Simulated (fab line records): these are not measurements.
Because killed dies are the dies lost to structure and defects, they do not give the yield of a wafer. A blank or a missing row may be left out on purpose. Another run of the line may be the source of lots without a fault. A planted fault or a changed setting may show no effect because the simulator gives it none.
Chamber matching	flow n5 finfet	4 sister chambers for N5_BEOL_M14_DESCUM_33 on rie diel-01
The step chemistry O2, time 7.9 s. 18 wafers are shown with their chamber, then 9 later ones without.

WAFERS PAIRED WITH THEIR CHAMBERS
wafer	chamber	showerhead plenum p Torr (Torr)	drypump motor current A (A)	throttle valve pct (%)
L078.1	2	2.21	5.3	20.37
L078.4	1	2.21	5.1	20.42
L078.6	3	2.04	6.3	20.55
L077.1	3	2.04	6.3	20.54
L077.4	2	2.21	5.3	20.37
L077.5	0	2.10	5.7	20.39
L082.1	0	2.09	5.7	20.39
L082.5	3	2.04	6.3	20.55
L082.6	2	2.21	5.3	20.38
L084.2	2	2.21	5.4	20.37
L084.3	3	2.04	6.3	20.56
L084.5	1	2.20	5.1	20.43
L086.1	0	2.09	5.8	20.40
L086.4	2	2.21	5.4	20.38
L086.5	3	2.03	6.3	20.56
L089.3	1	2.20	5.1	20.43
L089.4	3	2.03	6.3	20.58
L089.6	0	2.09	5.8	20.41

SIGNATURES, as means of the wafers listed above
reading	chamber 0	chamber 1	chamber 2	chamber 3	scatter within a chamber
showerhead plenum p Torr	2.0925	2.2033	2.2100	2.0367	0.00443
drypump motor current A	5.750	5.100	5.340	6.300	0.0396
throttle valve pct	20.3975	20.4267	20.3740	20.5567	0.00998
Rule: distance of a wafer from a chamber = root of the sum over the readings of ((wafer's reading minus chamber's mean) / reading's scatter) squared. If the next closest chamber is less than 2 further off than the closest, the wafer can't be placed; otherwise it belongs to the closest. The scatter is the square root of a quotient: the sum, over the shown wafers, of each reading's squared deviation from its chamber's mean, divided by wafers minus chambers.

WAFERS MISSING THEIR CHAMBER
wafer	showerhead plenum p Torr (Torr)	drypump motor current A (A)	throttle valve pct (%)
L087.4	2.03	6.3	20.58
L087.5	2.20	5.1	20.43
L087.6	2.21	5.3	20.39
L092.2	2.03	6.3	20.57
L092.4	2.09	5.7	20.42
L092.5	2.09	5.7	20.44
L096.2	2.08	5.7	20.45
L096.4	2.19	5.1	20.47
L096.6	2.03	6.3	20.60

EACH ONE'S CHAMBER
wafer	from the rows above	in truth
L087.4	3	3
L087.5	1	1
L087.6	2	2
L092.2	3	3
L092.4	0	0
L092.5	0	0
L096.2	0	0
L096.4	1	1
L096.6	3	3
Correctly placed: 9 of 9. Can't be placed from these rows: 0. Placed wrongly: 0.
